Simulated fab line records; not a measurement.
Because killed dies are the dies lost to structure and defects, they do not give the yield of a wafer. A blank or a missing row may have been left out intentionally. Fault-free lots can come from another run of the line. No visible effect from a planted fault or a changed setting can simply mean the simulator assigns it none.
fab line records | flow nand-harc
record: lots: 5 | wafers: 15 | last-day: 32
route steps=1302 shown A_CHANNEL_HOLE_D2@603 A_CHANNEL_FILL_D2@610 END@1302
lots that met no fault: taken from a fault-free run of the same line
start-h: start of the lot's first displayed wafer, in hours after the record's first day | wait-h: hours elapsed since this lot's preceding step | " the same as in the row above | L1.1+2: one row covering several wafers at once | - either no value or no given start | * or withheld: withheld | < > ~ a bound
route shown NAME@n: names a module that has steps shown in the file, with the first one's number in the route | usual: the fault-free wafers' mean and standard deviation | same: alike in all rows | chamber/n: place in a boat | sites: each site's reading | _std_site: their standard deviation | _edge_site: inner sites' mean taken away from outer sites' mean | radius-mm: how far each site lies from the wafer's centre | mask NAME#n: copy n | behind: the most recent tool/chamber to have shaped the wafer | hold: what put the lot on hold/how long, in hours/how the hold closed | device: names the non-switching transistor (n, p or np) | end of line: tests run on the same wafers once the route is complete | a step with no rows: only its recipe | killed: dies that structure and defects cost at the first sort, which is not the same as the wafer's yield | map: shows each die of a wafer: x if killed, . if not, _ if none is there
set.NAME: the setting the step ran with; set.NAME@STEP: the setting that earlier step ran with | model.NAME: the simulator's own value behind a step, which no gauge read
lots seen at some steps along the route; tables by step, rows by wafer
services: from which hour (start-h, from the record's first day; less than 0 if before it) a tool's chamber was out of use, for how many hours, and why
== steps ==
step: NHARC_A_CHANNEL_HOLE_D2_ETCH_44
recipe: target-depth-a: 1400 | overetch-a: 140 | time-s: 77 | ion-energy-ev: 100 | cf4-flow-sccm: 80 | o2-flow-sccm: 20 | ar-flow-sccm: 0 | rf-w: 300 | bias-w: 100 | chemistry: CF4/O2
step: NHARC_A_CHANNEL_HOLE_D2_STRIP_28
recipe: o2-flow-sccm: 500 | ar-flow-sccm: 0 | bias-w: 0 | chemistry: O2
usual: drypump-motor-current-A: 5.8/0.51 | oes-product-au: 1.002/0.0089 | rf-vpp-V: 58.0/0.95 | showerhead-plenum-p-Torr: 3.61/0.13 | throttle-valve-pct: 17.037/0.0091
lot.wafer | tool        | chamber | start-h | wait-h | drypump-motor-current-A | oes-product-au | rf-hours-counter-h | rf-vpp-V | showerhead-plenum-p-Torr | throttle-valve-pct
L823.4    | rie-diel-04 | 0       | -       | -      | 6.3                     | 0.999          | 8                  | 58.7     | 3.71                     | 17.029
L823.1    | "           | 1       | "       | "      | 5.4                     | 0.999          | 8                  | 59.6     | 3.72                     | 17.043
L823.6    | "           | 3       | "       | "      | 6.1                     | 1.006          | -                  | 57.2     | 3.67                     | 17.037
L828.1    | rie-diel-01 | 1       | -       | -      | 6.2                     | 1.013          | 9                  | 58.2     | 3.40                     | 17.026
L828.2    | "           | 2       | "       | "      | 4.9                     | 1.011          | 8                  | 58.3     | 3.49                     | 17.040
L828.5    | "           | 1       | "       | "      | 6.2                     | 1.000          | -                  | 57.3     | 3.40                     | 17.036
L839.2    | rie-diel-04 | 3       | -       | -      | 6.1                     | 0.992          | 6                  | 57.2     | 3.66                     | 17.040
L839.1    | "           | 0       | "       | "      | 6.3                     | 1.017          | 7                  | 58.0     | 3.70                     | 17.043
L839.6    | "           | 3       | "       | "      | 6.1                     | 0.993          | -                  | 58.6     | 3.66                     | 17.037
L840.2    | rie-diel-04 | 2       | -       | -      | 5.2                     | 1.004          | 7                  | 58.4     | 3.77                     | 17.034
L840.1    | "           | 3       | "       | "      | 6.2                     | 0.992          | 7                  | 58.5     | 3.66                     | 17.040
L840.6    | "           | 2       | "       | "      | 5.2                     | 1.015          | -                  | 59.2     | 3.77                     | 17.045
L843.2    | rie-diel-01 | 1       | -       | -      | 6.2                     | 1.001          | 6                  | 57.2     | 3.40                     | 17.036
L843.3    | "           | 2       | "       | "      | 4.9                     | 1.016          | 6                  | 58.1     | 3.49                     | 17.027
L843.6    | "           | 1       | "       | "      | 6.2                     | 1.003          | -                  | 57.3     | 3.40                     | 17.031
step: NHARC_A_CHANNEL_HOLE_D2_PRECLEAN_29
recipe: time-s: * | temp-c: 50 | bath-age-min: 0 | chemistry: SC1
step: NHARC_A_CHANNEL_HOLE_D2_SRD_30
step: NHARC_A_CHANNEL_HOLE_D2_CD_MEAS_31
usual: cd-nm: 90.6/1.4
lot.wafer | tool      | chamber | start-h | wait-h | cd-nm
L823.1    | cd-sem-03 | -       | 310.13  | -      | 91.5
L823.4    | "         | -       | "       | "      | 90.6
L823.6    | "         | -       | "       | "      | 92.5
L828.1    | cd-sem-01 | -       | 360.85  | -      | 87.2
L828.2    | "         | -       | "       | "      | 88.3
L828.5    | "         | -       | "       | "      | 88.3
L839.1    | cd-sem-01 | -       | 466.38  | -      | 90.5
L839.2    | "         | -       | "       | "      | 91.3
L839.6    | "         | -       | "       | "      | 91.3
L840.1    | cd-sem-01 | -       | 482.23  | -      | 90.8
L840.2    | "         | -       | "       | "      | 91.0
L840.6    | "         | -       | "       | "      | 90.8
L843.2    | cd-sem-02 | -       | 508.91  | -      | 89.7
L843.3    | "         | -       | "       | "      | 89.7
L843.6    | "         | -       | "       | "      | 89.1
step: NHARC_A_CHANNEL_HOLE_D2_XSEM_32
recipe: landing-energy-ev: 35000
usual: bot-cd-nm: 75.2/1.6 | bow-nm: 8.64/0.21 | tilt-deg: 0.07/0.046
lot.wafer | tool    | chamber | start-h | wait-h | bot-cd-nm | bow-nm | tilt-deg
L823.1    | xsem-02 | 0       | 310.22  | 0.1    | 76.0      | 8.45   | 0.07
L823.4    | "       | 0       | "       | "      | 74.3      | 8.44   | 0.07
L823.6    | "       | 0       | "       | "      | 76.7      | 8.41   | 0.07
L828.1    | xsem-01 | 0       | 360.94  | 0.1    | 71.7      | 8.79   | 0.12
L828.2    | "       | 0       | "       | "      | 72.9      | 8.89   | 0.12
L828.5    | "       | 0       | "       | "      | 73.8      | 8.89   | 0.12
L839.1    | xsem-02 | 0       | 466.48  | 0.1    | 74.6      | 9.12   | 0.07
L839.2    | "       | 0       | "       | "      | 75.6      | 9.11   | 0.07
L839.6    | "       | 0       | "       | "      | 75.7      | 9.14   | 0.07
L840.1    | xsem-01 | 0       | 482.32  | 0.1    | 76.2      | 8.44   | 0.09
L840.2    | "       | 0       | "       | "      | 75.1      | 8.44   | 0.09
L840.6    | "       | 0       | "       | "      | 76.0      | 8.40   | 0.09
L843.2    | xsem-02 | 0       | 509.00  | 0.1    | 73.0      | 8.79   | 0.17
L843.3    | "       | 0       | "       | "      | 73.2      | 8.86   | 0.17
L843.6    | "       | 0       | "       | "      | 72.9      | 8.88   | 0.17
step: NHARC_A_CHANNEL_HOLE_D2_INSPECT_40
usual: raw-defect-count: 259/70
lot.wafer | tool              | chamber | start-h | wait-h | raw-defect-count
L823.1    | defect-inspect-02 | -       | 310.32  | -      | 324
L823.4    | "                 | -       | "       | "      | 240
L823.6    | "                 | -       | "       | "      | 288
L828.1    | defect-inspect-01 | -       | 361.04  | -      | 128
L828.2    | "                 | -       | "       | "      | 166
L828.5    | "                 | -       | "       | "      | 108
L839.1    | defect-inspect-02 | -       | 466.58  | -      | 210
L839.2    | "                 | -       | "       | "      | 239
L839.6    | "                 | -       | "       | "      | 335
L840.1    | defect-inspect-01 | -       | 482.41  | -      | 209
L840.2    | "                 | -       | "       | "      | 207
L840.6    | "                 | -       | "       | "      | 222
L843.2    | defect-inspect-01 | -       | 509.10  | -      | 243
L843.3    | "                 | -       | "       | "      | 239
L843.6    | "                 | -       | "       | "      | 208
step: NHARC_A_CHANNEL_FILL_D2_PRECLEAN_00
recipe: time-s: * | temp-c: 50 | bath-age-min: 0 | chemistry: SC1
step: NHARC_A_CHANNEL_FILL_D2_SRD_01
step: NHARC_A_CHANNEL_FILL_D2_ALD_02
recipe: target-thk-a: 60 | pulse-time-s: 10 | ald-cycles: 60 | temp-c: 300 | material: SiO2
usual: heater-power-w: 478/51 | precursor-pulse-height-rel: 1.002/0.021 | susceptor-temp-C: 299.96/0.19
same: ald-cycles: 60
lot.wafer | tool      | chamber | start-h | wait-h | heater-power-w | precursor-pulse-height-rel | susceptor-temp-C
L823.1    | ald-hk-03 | 2       | 310.58  | -      | 543            | 1.028                      | 300.19
L823.4    | "         | 0       | "       | "      | 466            | 1.011                      | 299.71
L823.6    | "         | 1       | "       | "      | 405            | 0.999                      | 299.93
L828.2    | ald-hk-03 | 0       | 361.23  | -      | 459            | 1.010                      | 299.98
L828.1    | "         | 1       | "       | "      | 409            | 1.004                      | 299.97
L828.5    | "         | 0       | "       | "      | 462            | 0.992                      | 299.84
L839.2    | ald-hk-02 | 3       | 466.77  | -      | 415            | 1.000                      | 300.13
L839.1    | "         | 0       | "       | "      | 412            | 1.017                      | 300.02
L839.6    | "         | 3       | "       | "      | 420            | 0.988                      | 300.07
L840.2    | ald-hk-04 | 1       | 482.76  | -      | 457            | 1.005                      | 299.94
L840.1    | "         | 2       | "       | "      | 457            | 0.955                      | 300.21
L840.6    | "         | 0       | "       | "      | 491            | 1.051                      | 300.10
L843.3    | ald-hk-04 | 0       | 509.94  | -      | 501            | 1.002                      | 300.39
L843.2    | "         | 3       | "       | "      | 470            | 1.014                      | 299.78
L843.6    | "         | 0       | "       | "      | 497            | 0.997                      | 299.79
step: NHARC_A_CHANNEL_FILL_D2_ALD_03
recipe: target-thk-a: 60 | pulse-time-s: 60 | ald-cycles: 58 | temp-c: 630 | pressure-torr: 2 | material: SiNx
usual: precursor-pulse-height-rel: 1.001/0.02 | susceptor-temp-C: 630.0/0.34
same: ald-cycles: 58
lot.wafer | tool             | chamber | start-h | wait-h | precursor-pulse-height-rel | susceptor-temp-C
L823.1    | ald-sin-batch-01 | 0       | -       | -      | 1.004                      | 629.9
L823.4    | "                | 0       | "       | "      | 0.996                      | 629.9
L823.6    | "                | 0       | "       | "      | 1.009                      | 629.9
L828.1    | ald-sin-batch-01 | 0       | -       | -      | 0.965                      | -
L828.2    | "                | 0       | "       | "      | 1.007                      | -
L828.5    | "                | 0       | "       | "      | 1.028                      | -
L839.1    | ald-sin-batch-01 | 0       | -       | -      | 0.980                      | -
L839.2    | "                | 0       | "       | "      | 1.008                      | -
L839.6    | "                | 0       | "       | "      | 1.005                      | -
L840.1    | ald-sin-batch-01 | 0       | -       | -      | 1.002                      | -
L840.2    | "                | 0       | "       | "      | 0.975                      | -
L840.6    | "                | 0       | "       | "      | 1.045                      | -
L843.2    | ald-sin-batch-02 | 0       | -       | -      | 1.035                      | 630.1
L843.3    | "                | 0       | "       | "      | 0.988                      | 629.6
L843.6    | "                | 0       | "       | "      | 1.007                      | 629.9
step: NHARC_A_CHANNEL_FILL_D2_ALD_14
recipe: target-thk-a: 25 | pulse-time-s: 10 | ald-cycles: 25 | temp-c: 300 | material: SiO2
step: NHARC_A_CHANNEL_FILL_D2_ALD_15
recipe: target-thk-a: 20 | pulse-time-s: 60 | ald-cycles: 19 | temp-c: 630 | pressure-torr: 2 | material: SiNx
usual: precursor-pulse-height-rel: 1.001/0.021 | susceptor-temp-C: 629.98/0.3
same: ald-cycles: 19
lot.wafer | tool             | chamber | start-h | wait-h | precursor-pulse-height-rel | susceptor-temp-C
L823.1    | ald-sin-batch-02 | 0       | 318.15  | -      | 1.016                      | -
L823.4    | "                | 0       | "       | "      | 0.970                      | -
L823.6    | "                | 0       | "       | "      | 1.045                      | -
L828.1    | ald-sin-batch-02 | 0       | 371.28  | -      | 1.006                      | 645.95
L828.2    | "                | 0       | "       | "      | 0.980                      | 646.05
L828.5    | "                | 0       | "       | "      | 0.991                      | 646.35
L839.1    | ald-sin-batch-02 | 0       | 476.90  | -      | 0.994                      | -
L839.2    | "                | 0       | "       | "      | 0.979                      | -
L839.6    | "                | 0       | "       | "      | 1.021                      | -
L840.1    | ald-sin-batch-01 | 0       | 492.75  | 3.0    | 1.006                      | -
L840.2    | "                | 0       | "       | "      | 0.984                      | -
L840.6    | "                | 0       | "       | "      | 1.016                      | -
L843.2    | ald-sin-batch-03 | 0       | 520.08  | -      | 1.019                      | -
L843.3    | "                | 0       | "       | "      | 0.991                      | -
L843.6    | "                | 0       | "       | "      | 0.965                      | -
step: NHARC_A_CHANNEL_FILL_D2_ALD_16
recipe: target-thk-a: 15 | pulse-time-s: 10 | ald-cycles: 15 | temp-c: 300 | material: SiO2
usual: heater-power-w: 489/54 | precursor-pulse-height-rel: 1.001/0.019 | susceptor-temp-C: 300.00/0.19
same: ald-cycles: 15
lot.wafer | tool      | chamber | start-h | wait-h | heater-power-w | precursor-pulse-height-rel | susceptor-temp-C
L823.1    | ald-hk-04 | 0       | 320.22  | 0.1    | 495            | 0.976                      | 300.35
L823.4    | "         | 1       | "       | "      | 464            | 1.011                      | 299.93
L823.6    | "         | 0       | "       | "      | 486            | 1.008                      | 300.44
L828.1    | ald-hk-03 | 2       | 373.39  | 0.1    | 535            | 0.972                      | 300.15
L828.2    | "         | 3       | "       | "      | 587            | 1.015                      | 299.78
L828.5    | "         | 0       | "       | "      | 473            | 0.995                      | 299.92
L839.1    | ald-hk-04 | 3       | 478.95  | 0.0    | 480            | 0.984                      | -
L839.2    | "         | 1       | "       | "      | 465            | 0.973                      | -
L839.6    | "         | 3       | "       | "      | 473            | 0.989                      | -
L840.1    | ald-hk-03 | 3       | 494.78  | 0.0    | 565            | 0.984                      | 300.24
L840.2    | "         | 1       | "       | "      | 441            | 0.998                      | 300.02
L840.6    | "         | 3       | "       | "      | 572            | 0.967                      | 300.48
L843.2    | ald-hk-03 | 3       | 522.12  | 0.0    | 583            | 1.013                      | 299.75
L843.3    | "         | 2       | "       | "      | 531            | 0.992                      | 299.59
L843.6    | "         | 0       | "       | "      | 489            | 0.998                      | 300.17
step: NHARC_END_SORT_01
recipe: temp-c: 25
usual: killed-at-array: 53/20 | killed-at-other: 1/1.2 | killed-at-periphery: 3.7/2.6 | killed-dies: 58/20 | killed-open: 3.5/1.8 | killed-short: 2.4/1.7
same: gross-dies: 677
lot.wafer | tool      | chamber | start-h | wait-h | killed-at-array | killed-at-other | killed-at-periphery | killed-dies | killed-open | killed-short
L828.1    | prober-02 | 0       | 621.10  | 2.5    | 42              | 0               | 3                   | 45          | 5           | 2
L828.2    | prober-02 | 0       | 621.89  | 2.8    | 21              | 2               | 0                   | 23          | 2           | 2
L828.5    | prober-02 | 0       | 624.27  | 3.7    | 32              | 1               | 4                   | 37          | 2           | 1
L839.1    | prober-01 | 0       | 724.12  | 2.5    | 62              | 1               | 1                   | 64          | 4           | 2
L839.2    | prober-01 | 0       | 724.93  | 2.8    | 82              | 0               | 0                   | 82          | 3           | 3
L839.6    | prober-01 | 0       | 728.14  | 4.0    | 55              | 1               | 3                   | 59          | 1           | 2
killed by level:class
L828.1 A_CHANNEL_HOLE_D2:chamber-film-flake=15 A_STAIRCASE:chamber-film-flake=9 A_CHANNEL_HOLE_D1:chamber-film-flake=4 A_CONTACT:chamber-film-flake=3 A_M0:geometric-particle:open=2 A_SLIT:chamber-film-flake=2 A_WL_FILL:chamber-film-flake=2 P_STI:geometric-particle:open=1
L828.2 A_STAIRCASE:chamber-film-flake=9 A_CHANNEL_HOLE_D2:chamber-film-flake=4 A_CHANNEL_HOLE_D1:chamber-film-flake=2 THIN_TSV:chamber-film-flake=2 A_CHANNEL_FILL_D1:geometric-particle:short=1 A_SGD_CUT:geometric-particle:short=1 A_CONTACT:geometric-particle:open=1 A_M1:geometric-particle:open=1
L828.5 A_CHANNEL_HOLE_D2:chamber-film-flake=12 A_STAIRCASE:chamber-film-flake=11 A_CHANNEL_HOLE_D1:chamber-film-flake=3 P_GATE:chamber-film-flake=2 A_WL_FILL:chamber-film-flake=2 A_CONTACT:chamber-film-flake=2 P_M0:geometric-particle:open=1 A_WL_FILL:geometric-particle:open=1
L839.1 A_CHANNEL_HOLE_D1:chamber-film-flake=31 A_SLIT:chamber-film-flake=18 A_ONON_D2:geometric-particle:open=2 A_WL_FILL:geometric-particle:short=2 A_STAIRCASE:chamber-film-flake=2 A_WL_FILL:chamber-film-flake=2 A_CONTACT:chamber-film-flake=2 P_M1:geometric-particle:open=1
L839.2 A_CHANNEL_HOLE_D1:chamber-film-flake=33 A_SLIT:chamber-film-flake=33 A_CONTACT:chamber-film-flake=4 A_WL_FILL:chamber-film-flake=3 A_DECK1_JOINT:chamber-film-flake=2 A_CHANNEL_FILL_D1:geometric-particle:open=1 A_CHANNEL_HOLE_D2:geometric-particle:short=1 A_WL_FILL:geometric-particle:short=1
L839.6 A_CHANNEL_HOLE_D1:chamber-film-flake=32 A_SLIT:chamber-film-flake=15 A_CONTACT:chamber-film-flake=5 P_CONTACT:geometric-particle:short=1 P_CONTACT:geometric-particle:open=1 A_M0:geometric-particle:short=1 P_GATE:chamber-film-flake=1 A_CHANNEL_FILL_D2:chamber-film-flake=1
== services ==
tool             | chamber | start-h | hours | kind
rie-diel-01      | 1       | 288.30  | 1.6   | repair
rie-diel-01      | -       | 339.86  | 0.5   | repair
rie-diel-01      | -       | 342.83  | 2.2   | repair
rie-diel-04      | -       | 354.90  | 9.0   | pm
ald-hk-02        | -       | 355.26  | 10.0  | pm
ald-hk-03        | -       | 360.29  | 0.5   | repair
xsem-01          | -       | 374.00  | 14.0  | pm
rie-diel-04      | 1       | 375.06  | 8.3   | repair
rie-diel-01      | -       | 380.99  | 9.0   | pm
ald-hk-03        | -       | 390.00  | 10.0  | pm
ald-hk-03        | 0       | 390.00  | 10.0  | vent-cycle
ald-hk-03        | 1       | 390.00  | 10.0  | vent-cycle
ald-hk-03        | 2       | 390.00  | 10.0  | vent-cycle
ald-hk-03        | 3       | 390.00  | 10.0  | vent-cycle
rie-diel-04      | 3       | 393.68  | 12.1  | repair
ald-hk-03        | 0       | 400.00  | -     | clean
ald-hk-03        | 1       | 400.00  | -     | clean
ald-hk-03        | 2       | 400.00  | -     | clean
rie-diel-01      | -       | 404.88  | 0.4   | repair
ald-hk-04        | -       | 434.18  | 10.0  | pm
rie-diel-01      | 1       | 464.60  | 17.9  | repair
ald-hk-02        | -       | 483.45  | 1.9   | repair
rie-diel-01      | 3       | 494.40  | 2.5   | repair
ald-sin-batch-01 | -       | 506.00  | 26.0  | pm
== key ==
first-sign: step: NHARC_A_CHANNEL_FILL_D2_ALD_15 | reading: susceptor-temp-C | direction: up | sigmas: 54 | usual: * | struck: *
effect none on later readings
met-at NHARC_A_CHANNEL_FILL_D2_ALD_15
struck-wafers L828.1,L828.2,L828.5
tester-left-out L828
onset-between 318.15 371.28
fault: kind: process-parameter-drift | tool: ald-sin-batch-02 | chamber: - | onset-h: 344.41 | steps: NHARC_A_CHANNEL_FILL_D1_ALD_03,NHARC_A_CHANNEL_FILL_D1_ALD_15,NHARC_A_CHANNEL_FILL_D2_ALD_03,NHARC_A_CHANNEL_FILL_D2_ALD_15 | channel: temp-c | offset: * | shape: step | end-h: 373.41 | stated: *
tester-left-out: of these lots the tester's yield and bins aren't shown, on N5 and GAA mostly nor the transistor test; their killed dies are dies lost to structure and defects alone, not to doping, threshold or leakage, so they don't give the yield
